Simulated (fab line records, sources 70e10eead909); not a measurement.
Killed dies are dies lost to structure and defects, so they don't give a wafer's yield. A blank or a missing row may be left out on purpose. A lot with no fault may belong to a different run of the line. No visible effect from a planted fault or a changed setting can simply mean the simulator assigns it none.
Code-filled problem report in 8D (eight disciplines) form / flow nand_harc / the parts of the form that need people (team, actions taken, sign-off) are left out

== 1. PROBLEM STATEMENT ==
Mean of killed_at_array at NHARC_END_SORT_01: 669 across 4 wafers in 3 lots; on wafers with no fault it is 56 (standard deviation 18). That is +34 standard deviations from the usual mean.
First observed at day 28 09:55: wafer L443.5, on prober-01. At this step, 20 wafers from 7 lots have a number in the record. By rule, "out" or "out of limits" means more than 4 standard deviations away from the usual mean. The other wafers with a number count as sound.

== 2. WHAT THIS IS AND IS NOT ==
question=which readings at this step | is=killed_at_array, killed_dies | is not=killed_at_other, killed_open, killed_short
question=which lots | is=L443, L444, L446 | is not=L440, L442, L453, L455
question=which wafers of those lots | is=L443.5, L444.4, L446.4, L446.5 | is not=L443.2, L443.6, L444.1, L444.6
question=read on which gauges | is=prober-01 | is not=prober-02
question=when | is=from day 28 09:55 | is not=up to then (7 sound wafers); but 9 sound wafers of L443, L444, L453, L455 came after

== 3. SUSPECTS, AND WHAT RULES EACH OUT ==
Counting: any tool at a process step up to the reading remains a suspect provided it ran every lot that is out. Sound lots after the first of them don't rule it out here, since some wafers of a struck lot are sound.
- the gauge at NHARC_END_SORT_01 has been ruled out. All the wafers that are out were read on prober-01, but those of them that NHARC_A_STAIRCASE_TRIM_196 has rows for are out there too, on other tools.
- rie_diel-03 at NHARC_A_STAIRCASE_TRIM_196 (chemistry O2, time 211.2 s): kept. Ran every lot that is out, first one L443 (day 19 16:02); last sound lot up to then L440 (day 19 05:26). Out on those wafers are its own readings of oes_product_au.
- rie_diel-03 at NHARC_A_STAIRCASE_TRIM_200 (chemistry O2, time 211.2 s): kept. Ran every lot that is out, first one L443 (day 19 17:16); last sound lot up to then L440 (day 19 06:41). NHARC_A_STAIRCASE_TRIM_200 gives no start for some lots, so the hours and the order of its lots are those of NHARC_A_STAIRCASE_STRIP_205.
The count leaves rie_diel-03 at NHARC_A_STAIRCASE_TRIM_200 and rie_diel-03 at NHARC_A_STAIRCASE_TRIM_196.

== 4. THE CAUSE (what the simulator had put in) ==
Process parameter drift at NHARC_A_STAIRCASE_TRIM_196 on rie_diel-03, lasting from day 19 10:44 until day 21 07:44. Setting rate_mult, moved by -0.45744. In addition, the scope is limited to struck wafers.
Counting leaves 2 suspects; this tool is one of them.

== 5. THE EFFECT CHAIN, in route order ==
Rows list readings where the struck wafers' mean (over those with a number) sits beyond 3 standard deviations from the usual. Only readings whose record carries a usual standard deviation are examined. hours: median over the lots of the time between each lot's start at the first step of this table that gives one and its start at this step. sigmas: the change, counted in usual standard deviations.
hours=0; step=NHARC_A_STAIRCASE_TRIM_196; reading=oes_product_au; usual=0.997 a.u.; on struck wafers=0.713; change=-0.284; sigmas=-33
hours=228; step=NHARC_END_SORT_01; reading=killed_at_array; usual=56; on struck wafers=669; change=+613; sigmas=+34
hours=228; step=NHARC_END_SORT_01; reading=killed_dies; usual=61; on struck wafers=677; change=+616; sigmas=+32
It contains these process steps:
- NHARC_A_STAIRCASE_TRIM_196: chemistry O2, time 211.2 s.

== 6. WHAT WOULD HAVE CAUGHT IT SOONER ==
In this record the first reading out of limits at a measuring or inspecting step was taken at day 28 09:55, 215 hours after the fault began at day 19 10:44.
Tool's own readings at NHARC_A_STAIRCASE_TRIM_196, oes_product_au: out on all struck wafers the step has rows for; an alarm limit on them would have tripped on the first.
By day 28 09:55 the whole set of lots that are out, 3 in number, had already begun NHARC_A_STAIRCASE_TRIM_196 on rie_diel-03. None of them would have been spared by holding the tool at that moment.
